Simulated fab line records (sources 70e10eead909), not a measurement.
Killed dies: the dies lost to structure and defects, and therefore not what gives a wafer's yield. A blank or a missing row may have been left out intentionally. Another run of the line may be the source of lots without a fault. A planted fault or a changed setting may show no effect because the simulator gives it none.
Matching of chambers :: flow nand-harc :: NHARC_A_STAIRCASE_DESCUM_11 on rie-diel-03: 4 sister chambers
The step chemistry O2, time 3 s. 4 wafers are shown with their chamber, then 7 later ones without.

== WAFERS PAIRED WITH THEIR CHAMBERS ==
wafer: L077.1
chamber: 2
showerhead-plenum-p-Torr (Torr): 1.77

wafer: L077.5
chamber: 1
showerhead-plenum-p-Torr (Torr): 1.79

wafer: L084.2
chamber: 3
showerhead-plenum-p-Torr (Torr): 1.91

wafer: L084.3
chamber: 0
showerhead-plenum-p-Torr (Torr): 2.02

== WAFERS WITH NO CHAMBER GIVEN ==
wafer: L084.6
showerhead-plenum-p-Torr (Torr): 2.02

wafer: L093.1
showerhead-plenum-p-Torr (Torr): 1.90

wafer: L093.2
showerhead-plenum-p-Torr (Torr): 2.07

wafer: L093.3
showerhead-plenum-p-Torr (Torr): 1.78

wafer: L095.3
showerhead-plenum-p-Torr (Torr): 1.90

wafer: L095.4
showerhead-plenum-p-Torr (Torr): 2.00

wafer: L095.6
showerhead-plenum-p-Torr (Torr): 1.78

== EACH ONE'S CHAMBER ==
wafer: L084.6
from the rows above: 0
in truth: 0

wafer: L093.1
from the rows above: 3
in truth: 3

wafer: L093.2
from the rows above: 0
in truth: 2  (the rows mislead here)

wafer: L093.3
from the rows above: can't be placed: 1 or 2
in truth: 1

wafer: L095.3
from the rows above: 3
in truth: 3

wafer: L095.4
from the rows above: 0
in truth: 0

wafer: L095.6
from the rows above: can't be placed: 1 or 2
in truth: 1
Placed correctly: 4 of 7. From these rows, 2 cannot be placed; in 2 the true chamber is one of the candidates. Placed wrongly: 1.
How it was worked out, from the rows above alone: a wafer's distance from a chamber is the root of the sum, over the readings, of the square of ((its reading less the chamber's mean) divided by the reading's scatter). The wafer belongs to the nearest chamber; if the next one is less than 2 further off, it can't be placed. A chamber's mean is the mean of its shown wafers. The scatter: with one shown wafer a chamber, the root of the mean of the squares of how far each hidden wafer lies from its nearest shown one.
